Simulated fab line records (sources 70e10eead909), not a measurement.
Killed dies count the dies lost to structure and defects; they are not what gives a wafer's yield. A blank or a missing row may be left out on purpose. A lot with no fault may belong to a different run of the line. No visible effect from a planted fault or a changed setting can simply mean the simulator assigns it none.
fab line records -- flow nand-harc
record lots=13, wafers=39, last-day=25
route steps=1159 shown P_STI@100 P_GATE@132
lots untouched by any fault: they come from a run of this same line in which no faults occurred
start-h: the number of hours between the record's first day and the start of the first shown wafer of the lot -- wait-h: hours elapsed since this lot's preceding step -- " unchanged from the row above -- L1.1+2: a row that stands for several wafers -- - no value present, or no start provided -- * or withheld: withheld -- < > ~ a bound
route shown NAME@n: NAME is a module with steps in the file, n the number in the route of the first one -- usual: average and standard deviation across the fault-free wafers -- same: alike in all rows -- chamber/n: place in a boat -- sites: the reading at each site -- _std_site: standard deviation of those values -- _edge_site: inner sites' mean taken away from outer sites' mean -- radius-mm: how far each site lies from the wafer's centre -- mask NAME#n: copy n -- behind: the tool/chamber that last shaped the wafer -- hold: the reason the lot was held/the length of the hold in hours/how it ended -- device: which transistor (n, p or np) failed to switch -- end of line: at the end of the route, the tests of the same wafers -- a step with no rows: only its recipe -- killed: dies lost to structure and defects at the first sort, not the wafer's yield -- map: a wafer's dies, marking killed ones x, the rest . and places with no die _
set.NAME: the setting the step ran with; set.NAME@STEP: the setting that earlier step ran with -- model.NAME: the simulator's own value behind a step, which no gauge read
one table for each step of the route and one row for each wafer, over a sample of lots
services: from which hour (start-h, from the record's first day; less than 0 if before it) a tool's chamber was out of use, for how many hours, and why
## steps
# step NHARC_P_STI_CMP_21
# recipe t-overpolish-s=20, target-thk-nm=380.67
# usual edge-zone-pressure-frac=0.999/0.0051, motor-current-A=11.2/0.9, overpolish-run-s=20.001/0.0095, slurry-flow-ml-min=150.1/0.44
lot.wafer,tool,chamber,start-h,wait-h,edge-zone-pressure-frac,motor-current-A,overpolish-run-s,slurry-flow-ml-min
L618.1,cmp-04,1,60.94,0.4,0.997,11.9,20.004,150.0
L618.3,cmp-04,2,60.94,0.4,0.995,13.6,20.001,149.9
L618.6,cmp-04,0,60.94,0.4,1.003,9.7,19.997,150.0
L622.3,cmp-03,1,88.87,0.4,0.992,12.0,20.006,150.1
L622.4,cmp-03,2,88.87,0.4,0.997,10.7,20.003,148.8
L622.5,cmp-03,1,88.87,0.4,0.989,11.4,19.992,149.9
L623.4,cmp-02,0,88.89,0.4,0.999,10.7,20.001,149.3
L623.1,cmp-02,2,88.89,0.4,1.002,12.5,19.986,150.2
L623.6,cmp-02,0,88.89,0.4,0.996,10.3,20.014,149.6
L630.4,cmp-03,1,137.55,0.4,1.002,11.9,20.008,150.1
L630.5,cmp-03,0,137.55,0.4,0.992,11.1,20.010,150.1
L630.6,cmp-03,1,137.55,0.4,1.013,11.1,20.001,150.1
L631.1,cmp-04,3,137.58,0.4,0.990,10.1,20.009,149.5
L631.3,cmp-04,0,137.58,0.4,0.992,10.1,19.995,149.8
L631.5,cmp-04,2,137.58,0.4,0.997,12.9,20.012,149.7
L632.4,cmp-03,0,148.23,0.4,0.986,11.1,19.996,151.1
L632.2,cmp-03,1,148.23,0.4,0.992,11.3,19.978,150.4
L632.6,cmp-03,3,148.23,0.4,1.007,11.5,19.998,149.5
L634.2,cmp-03,0,153.98,0.4,0.998,11.7,20.007,149.7
L634.4,cmp-03,1,153.98,0.4,1.007,11.6,19.990,149.4
L634.3,cmp-03,3,153.98,0.4,0.997,11.1,19.990,149.7
L633.1,cmp-02,3,154.00,0.4,0.998,10.5,20.019,150.7
L633.4,cmp-02,0,154.00,0.4,1.003,9.8,20.005,150.2
L633.3,cmp-02,1,154.00,0.4,0.991,10.6,20.005,150.1
L635.3,cmp-02,0,171.89,0.4,1.006,10.0,20.009,150.8
L635.4,cmp-02,2,171.89,0.4,1.003,12.7,20.000,149.6
L635.5,cmp-02,3,171.89,0.4,1.005,10.7,20.002,149.9
L636.4,cmp-03,3,171.89,0.4,1.003,11.0,20.020,150.6
L636.2,cmp-03,0,171.89,0.4,1.002,11.0,19.993,150.3
L636.5,cmp-03,3,171.89,0.4,1.004,10.7,20.014,150.1
L637.3,cmp-03,2,177.55,0.4,1.001,11.1,19.989,150.7
L637.1,cmp-03,0,177.55,0.4,0.997,10.3,20.006,150.1
L637.2,cmp-03,1,177.55,0.4,1.002,11.9,20.004,149.1
L639.3,cmp-03,0,184.54,0.4,1.002,11.1,20.023,150.3
L639.4,cmp-03,2,184.54,0.4,1.007,10.7,20.002,149.3
L639.6,cmp-03,3,184.54,0.4,0.999,10.8,19.976,150.0
L640.3,cmp-02,0,195.38,0.4,1.000,10.1,19.991,150.7
L640.5,cmp-02,1,195.38,0.4,1.000,10.6,20.009,150.2
L640.6,cmp-02,2,195.38,0.4,1.005,13.8,19.995,150.3
# step NHARC_P_GATE_DEP_103
# recipe target-thk-a=300, target-thk-nm=30, temp-c=400, flow-sccm=200, rf-w=350, material=SiON
# usual heater-power-w=803/120, susceptor-temp-C=399.99/0.24
lot.wafer,tool,chamber,start-h,wait-h,heater-power-w,susceptor-temp-C
L618.1,pecvd-01,1,91.45,0.6,875,400.04
L618.3,pecvd-01,2,91.45,0.6,802,400.17
L618.6,pecvd-01,0,91.45,0.6,591,400.09
L622.3,pecvd-04,2,121.37,0.3,889,400.20
L622.5,pecvd-04,0,121.37,0.3,890,399.86
L622.4,pecvd-04,1,121.37,0.3,765,399.89
L623.1,pecvd-01,0,122.01,0.6,581,399.60
L623.6,pecvd-01,1,122.01,0.6,817,400.01
L623.4,pecvd-01,2,122.01,0.6,878,399.99
L631.1,pecvd-04,1,169.99,0.7,815,400.14
L631.3,pecvd-04,2,169.99,0.7,933,399.75
L631.5,pecvd-04,0,169.99,0.7,905,400.02
L630.6,pecvd-03,2,170.85,0.4,791,399.98
L630.4,pecvd-03,0,170.85,0.4,801,400.19
L630.5,pecvd-03,1,170.85,0.4,853,400.05
L632.2,pecvd-01,0,182.75,0.4,549,399.83
L632.4,pecvd-01,1,182.75,0.4,723,400.62
L632.6,pecvd-01,2,182.75,0.4,773,399.85
L633.3,pecvd-04,2,183.87,0.3,938,400.27
L633.1,pecvd-04,1,183.87,0.3,785,400.18
L633.4,pecvd-04,1,183.87,0.3,806,400.03
L634.3,pecvd-01,2,184.76,0.6,761,400.34
L634.2,pecvd-01,0,184.76,0.6,637,399.55
L634.4,pecvd-01,0,184.76,0.6,635,399.77
L636.2,pecvd-01,2,202.89,0.5,885,400.14
L636.4,pecvd-01,2,202.89,0.5,915,399.77
L636.5,pecvd-01,0,202.89,0.5,598,400.12
L635.3,pecvd-01,0,203.37,0.4,617,399.76
L635.5,pecvd-01,1,203.37,0.4,880,400.21
L635.4,pecvd-01,0,203.37,0.4,630,399.52
L637.1,pecvd-01,0,207.86,0.6,566,400.01
L637.3,pecvd-01,1,207.86,0.6,777,400.10
L637.2,pecvd-01,2,207.86,0.6,756,400.05
L639.3,pecvd-01,1,214.88,0.4,866,399.78
L639.4,pecvd-01,0,214.88,0.4,624,399.75
L639.6,pecvd-01,1,214.88,0.4,861,399.49
L640.3,pecvd-04,2,226.50,0.4,880,399.80
L640.6,pecvd-04,1,226.50,0.4,797,399.66
L640.5,pecvd-04,0,226.50,0.4,945,400.29
# step NHARC_P_GATE_STRIP_101
# recipe time-s=20, o2-flow-sccm=500, ar-flow-sccm=0, bias-w=0, chemistry=O2
# usual drypump-motor-current-A=5.9/0.38, o2-flow-sccm=499.9/1.5, oes-product-au=1.005/0.0085, rf-vpp-V=57.7/0.91, showerhead-plenum-p-Torr=3.52/0.13, throttle-valve-pct=17.037/0.0094
lot.wafer,tool,chamber,start-h,wait-h,drypump-motor-current-A,o2-flow-sccm,oes-product-au,rf-hours-counter-h,rf-vpp-V,showerhead-plenum-p-Torr,throttle-valve-pct
L618.1,rie-diel-08,3,103.35,0.1,5.6,498.9,0.998,30,58.4,3.54,17.029
L618.3,rie-diel-08,1,103.35,0.1,6.5,498.2,1.012,22,57.8,3.73,17.033
L618.6,rie-diel-08,2,103.35,0.1,5.8,499.4,1.001,-,55.7,3.32,17.035
L622.3,rie-diel-11,0,133.05,0.1,6.1,500.5,1.001,30,58.7,3.34,17.035
L622.4,rie-diel-11,1,133.05,0.1,6.1,500.1,1.003,30,57.6,3.51,17.053
L622.5,rie-diel-11,1,133.05,0.1,6.1,502.6,1.010,-,56.0,3.51,17.035
L623.4,rie-diel-10,0,133.70,0.1,5.7,498.4,1.009,52,56.7,3.55,17.048
L623.1,rie-diel-10,2,133.70,0.1,5.2,501.1,1.001,49,57.7,3.64,17.044
L623.6,rie-diel-10,1,133.70,0.1,5.2,501.2,1.001,-,58.4,3.38,17.029
L631.1,rie-diel-08,1,181.91,0.1,6.5,498.7,1.023,8,59.3,3.72,17.046
L631.3,rie-diel-08,3,181.91,0.1,5.6,500.7,1.003,7,59.1,3.54,17.040
L631.5,rie-diel-08,1,181.91,0.1,6.5,499.9,1.013,-,58.4,3.72,17.044
L630.4,rie-diel-11,0,182.59,0.1,6.1,498.3,0.999,50,57.3,3.33,17.035
L630.5,rie-diel-11,1,182.59,0.1,6.1,502.6,1.004,-,58.4,3.50,17.048
L630.6,rie-diel-11,2,182.59,0.1,6.1,500.9,1.004,-,56.9,3.57,17.044
L632.2,rie-diel-11,2,194.54,0.1,6.1,498.1,1.006,49,58.5,3.57,17.025
L632.6,rie-diel-11,1,194.54,0.1,6.1,500.5,1.007,-,59.2,3.50,17.032
L632.4,rie-diel-11,2,194.54,0.1,6.1,500.0,1.011,-,56.7,3.57,17.042
L634.3,rie-diel-08,2,197.25,0.1,5.8,499.5,1.004,11,57.7,3.31,17.017
L634.2,rie-diel-08,0,197.25,0.1,5.7,500.2,0.991,11,57.3,3.51,17.046
L634.4,rie-diel-08,1,197.25,0.1,6.5,497.4,1.007,11,57.4,3.72,17.023
L633.3,rie-diel-11,3,197.54,2.0,6.6,502.1,1.004,53,57.5,3.62,17.026
L633.1,rie-diel-11,0,197.54,2.0,6.2,498.3,0.984,55,56.5,3.33,17.039
L633.4,rie-diel-11,1,197.54,2.0,6.2,499.9,1.009,54,57.9,3.50,17.065
L636.2,rie-diel-10,2,214.83,0.1,5.2,498.3,1.002,10,57.2,3.62,17.038
L636.4,rie-diel-10,0,214.83,0.1,5.7,498.7,0.998,10,59.3,3.54,17.038
L636.5,rie-diel-10,3,214.83,0.1,5.7,496.7,1.004,-,57.7,3.60,17.040
L635.3,rie-diel-08,0,214.96,0.1,5.8,499.9,0.987,13,57.8,3.51,17.039
L635.4,rie-diel-08,1,214.96,0.1,6.5,502.1,0.991,14,58.2,3.72,17.055
L635.5,rie-diel-08,1,214.96,0.1,6.5,500.1,1.004,-,58.1,3.72,17.030
L637.1,rie-diel-08,0,219.80,0.1,5.8,500.0,0.996,14,58.5,3.51,17.025
L637.3,rie-diel-08,2,219.80,0.1,5.8,500.0,0.999,14,55.4,3.31,17.038
L637.2,rie-diel-08,3,219.80,0.1,5.6,500.5,1.007,13,56.8,3.53,17.054
L639.3,rie-diel-08,2,226.68,0.1,5.8,502.3,1.010,15,57.9,3.31,17.039
L639.4,rie-diel-08,2,226.68,0.1,5.8,499.6,0.991,-,57.1,3.31,17.033
L639.6,rie-diel-08,3,226.68,0.1,5.6,499.7,1.007,-,56.3,3.53,17.029
L640.3,rie-diel-11,2,238.64,0.1,6.1,501.3,1.014,3,58.3,3.56,17.038
L640.6,rie-diel-11,1,238.64,0.1,6.1,500.6,0.998,-,57.9,3.49,17.038
L640.5,rie-diel-11,2,238.64,0.1,6.1,498.9,1.000,-,57.7,3.56,17.049
# step NHARC_P_GATE_EXPOSE_43
# recipe na=0.6, target-cd-nm=720, dose-mj=14.81, mask-id=P_NSD
lot.wafer,tool,chamber,start-h,wait-h,mask
L618.1+3+6,krf-scanner-01,0,104.11,-,P_NSD#0
L622.3+4+5,krf-scanner-01,0,133.83,-,P_PSD#0
L623.1+4+6,krf-scanner-04,0,134.48,-,P_NSD#0
L631.1+3+5,krf-scanner-01,0,182.67,-,P_NSD#0
L630.4+5+6,krf-scanner-02,0,183.37,-,P_NSD#0
L632.2+4+6,krf-scanner-01,0,195.30,-,P_NSD#0
L634.2+3+4,krf-scanner-02,0,198.03,-,P_NSD#0
L633.1+3+4,krf-scanner-01,0,198.30,-,P_NSD#0
L636.2+4+5,krf-scanner-02,0,215.60,-,P_NSD#0
L635.3+4+5,krf-scanner-01,0,215.76,-,P_NSD#0
L637.1+2+3,krf-scanner-02,0,220.58,-,P_NSD#0
L639.3+4+6,krf-scanner-04,0,227.46,-,P_NSD#0
L640.3+5+6,krf-scanner-01,0,239.43,-,P_NSD#0
# step NHARC_P_GATE_CD_MEAS_46
# recipe target-cd-nm=720, landing-energy-ev=500
# usual cd-nm=719.5/2
lot.wafer,tool,chamber,start-h,wait-h,cd-nm
L618.1,cd-sem-01,0,104.27,-,717.4
L618.3,cd-sem-01,0,104.27,-,717.1
L618.6,cd-sem-01,0,104.27,-,720.0
L622.3,cd-sem-03,0,133.99,-,-
L622.4,cd-sem-03,0,133.99,-,-
L622.5,cd-sem-03,0,133.99,-,-
L623.1,cd-sem-01,0,134.64,-,716.4
L623.4,cd-sem-01,0,134.64,-,718.0
L623.6,cd-sem-01,0,134.64,-,719.5
L631.1,cd-sem-02,0,182.83,-,720.3
L631.3,cd-sem-02,0,182.83,-,720.3
L631.5,cd-sem-02,0,182.83,-,720.7
L630.4,cd-sem-01,0,183.51,-,719.6
L630.5,cd-sem-01,0,183.51,-,716.9
L630.6,cd-sem-01,0,183.51,-,717.9
L632.2,cd-sem-01,0,195.46,-,718.5
L632.4,cd-sem-01,0,195.46,-,717.5
L632.6,cd-sem-01,0,195.46,-,720.1
L634.2,cd-sem-03,0,198.18,-,721.2
L634.3,cd-sem-03,0,198.18,-,721.3
L634.4,cd-sem-03,0,198.18,-,721.5
L633.1,cd-sem-01,0,198.46,-,716.2
L633.3,cd-sem-01,0,198.46,-,716.8
L633.4,cd-sem-01,0,198.46,-,717.6
L636.2,cd-sem-03,0,215.75,-,719.1
L636.4,cd-sem-03,0,215.75,-,720.2
L636.5,cd-sem-03,0,215.75,-,719.8
L635.3,cd-sem-02,0,215.91,-,719.7
L635.4,cd-sem-02,0,215.91,-,722.8
L635.5,cd-sem-02,0,215.91,-,718.9
L637.1,cd-sem-01,0,220.74,-,719.6
L637.2,cd-sem-01,0,220.74,-,721.1
L637.3,cd-sem-01,0,220.74,-,719.3
L639.3,cd-sem-02,0,227.62,-,716.3
L639.4,cd-sem-02,0,227.62,-,719.1
L639.6,cd-sem-02,0,227.62,-,716.4
L640.3,cd-sem-03,0,239.59,-,722.9
L640.5,cd-sem-03,0,239.59,-,720.4
L640.6,cd-sem-03,0,239.59,-,718.2
## services
tool,chamber,start-h,hours,kind
krf-scanner-02,-,38.00,4.0,pm
rie-diel-11,-,44.63,9.0,pm
cmp-02,-,48.22,0.6,repair
cmp-02,-,49.45,6.3,repair
rie-diel-08,1,51.22,32.3,repair
pecvd-01,-,56.16,13.0,pm
cmp-03,-,58.00,4.0,pm
rie-diel-11,2,73.78,2.5,repair
krf-scanner-01,-,84.00,4.0,pm
cmp-02,-,107.86,1.8,repair
pecvd-04,-,109.45,2.5,repair
pecvd-01,2,124.68,12.8,repair
rie-diel-08,-,124.82,9.0,pm
pecvd-01,2,137.55,13.5,repair
rie-diel-11,1,139.03,2.7,repair
cmp-03,-,156.00,4.0,pm
pecvd-01,2,157.18,8.7,repair
rie-diel-08,2,165.39,1.7,repair
pecvd-01,-,167.42,7.7,repair
rie-diel-11,0,190.93,4.3,repair
rie-diel-11,1,216.08,4.8,repair
rie-diel-08,0,221.21,8.3,repair
rie-diel-11,-,221.64,9.0,pm
pecvd-01,-,237.16,13.0,pm
## key
first-sign step=NHARC_P_GATE_EXPOSE_43, reading=mask, direction=changed
effect step=NHARC_P_GATE_CD_MEAS_46, reading=cd-nm, direction=missing
met-at NHARC_P_GATE_EXPOSE_43
struck-lots L622
later-rows-left-out L622.3,L622.4,L622.5
sort-left-out L622.3,L622.4,L622.5
tester-left-out L622
not-acting-at NHARC_P_STI_CMP_21,NHARC_P_GATE_DEP_103,NHARC_P_GATE_STRIP_101
onset-between 104.11 133.83
fault kind=wrong-mask, tool=any, chamber=-, onset-h=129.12, steps=NHARC_P_GATE_EXPOSE_43, aux-copy=P_PSD#0, scope=struck-lots-only
# tester-left-out: of these lots the tester's yield and bins aren't shown, on N5 and GAA mostly nor the transistor test; their killed dies are dies lost to structure and defects alone, not to doping, threshold or leakage, so they don't give the yield
# sort-left-out: the simulated sort isn't trusted on such a fault, so these wafers' sort isn't shown, and their yield isn't known
# later-rows-left-out: the simulator's readings of these wafers behind a module that went badly wrong aren't trusted and aren't shown, but for the sort
